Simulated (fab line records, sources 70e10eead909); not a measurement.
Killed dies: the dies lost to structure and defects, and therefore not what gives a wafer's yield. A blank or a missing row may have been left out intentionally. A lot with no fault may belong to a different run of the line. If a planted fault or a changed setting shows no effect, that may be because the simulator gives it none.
Chamber matching / flow nand_harc / ald_metal-02 running NHARC_A_CONTACT_ALD_18: 4 sister chambers
The step deposits TiN, target thk 3 nm, pulse time 1 s, ald cycles 150. 8 wafers are shown with their chamber, then 10 later ones without.

WAFERS, EACH WITH ITS CHAMBER
wafer=L079.2; chamber=0; heater_power_w (W)=1071; precursor_pulse_height_rel=0.999
wafer=L082.2; chamber=2; heater_power_w (W)=1010; precursor_pulse_height_rel=0.994
wafer=L082.3; chamber=1; heater_power_w (W)=1051; precursor_pulse_height_rel=1.012
wafer=L086.1; chamber=3; heater_power_w (W)=1071; precursor_pulse_height_rel=1.008
wafer=L086.2; chamber=0; heater_power_w (W)=1105; precursor_pulse_height_rel=0.992
wafer=L086.4; chamber=1; heater_power_w (W)=1048; precursor_pulse_height_rel=1.001
wafer=L089.1; chamber=2; heater_power_w (W)=999; precursor_pulse_height_rel=1.017
wafer=L089.4; chamber=3; heater_power_w (W)=1052; precursor_pulse_height_rel=0.972

WAFERS WHOSE CHAMBER IS MISSING
wafer=L089.5; heater_power_w (W)=1080; precursor_pulse_height_rel=1.009
wafer=L092.2; heater_power_w (W)=1082; precursor_pulse_height_rel=1.003
wafer=L092.3; heater_power_w (W)=1028; precursor_pulse_height_rel=0.961
wafer=L092.6; heater_power_w (W)=1100; precursor_pulse_height_rel=1.001
wafer=L094.4; heater_power_w (W)=1077; precursor_pulse_height_rel=1.027
wafer=L094.5; heater_power_w (W)=1017; precursor_pulse_height_rel=1.027
wafer=L094.6; heater_power_w (W)=1060; precursor_pulse_height_rel=1.005
wafer=L096.3; heater_power_w (W)=1052; precursor_pulse_height_rel=1.013
wafer=L096.4; heater_power_w (W)=1087; precursor_pulse_height_rel=0.983
wafer=L096.5; heater_power_w (W)=1087; precursor_pulse_height_rel=0.974

THE CHAMBER EACH PASSED THROUGH
wafer=L089.5; from the rows above=can't be placed: 0 or 3 or 1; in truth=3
wafer=L092.2; from the rows above=can't be placed: 0 or 3 or 1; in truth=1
wafer=L092.3; from the rows above=can't be placed: 3 or 1 or 2 or 0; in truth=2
wafer=L092.6; from the rows above=can't be placed: 0 or 3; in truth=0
wafer=L094.4; from the rows above=can't be placed: 0 or 1 or 3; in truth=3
wafer=L094.5; from the rows above=can't be placed: 2 or 1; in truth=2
wafer=L094.6; from the rows above=can't be placed: 1 or 3 or 0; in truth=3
wafer=L096.3; from the rows above=can't be placed: 1 or 3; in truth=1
wafer=L096.4; from the rows above=can't be placed: 0 or 3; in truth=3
wafer=L096.5; from the rows above=can't be placed: 0 or 3 or 1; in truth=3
Correctly placed: 0 of 10. These rows do not allow placing 10 (true chamber among the candidates in 10). Placed wrongly: 0.
How it was worked out, from the rows above alone: a wafer's distance from a chamber is the root of the sum, over the readings, of the square of ((its reading less the chamber's mean) divided by the reading's scatter). The wafer belongs to the nearest chamber; if the next one is less than 2 further off, it can't be placed. The mean given for a chamber averages the wafers shown for that chamber. How the scatter is found: for the shown wafers, subtract from each reading the mean of its chamber, square and add these, divide the total by (wafers less chambers), then take the root.
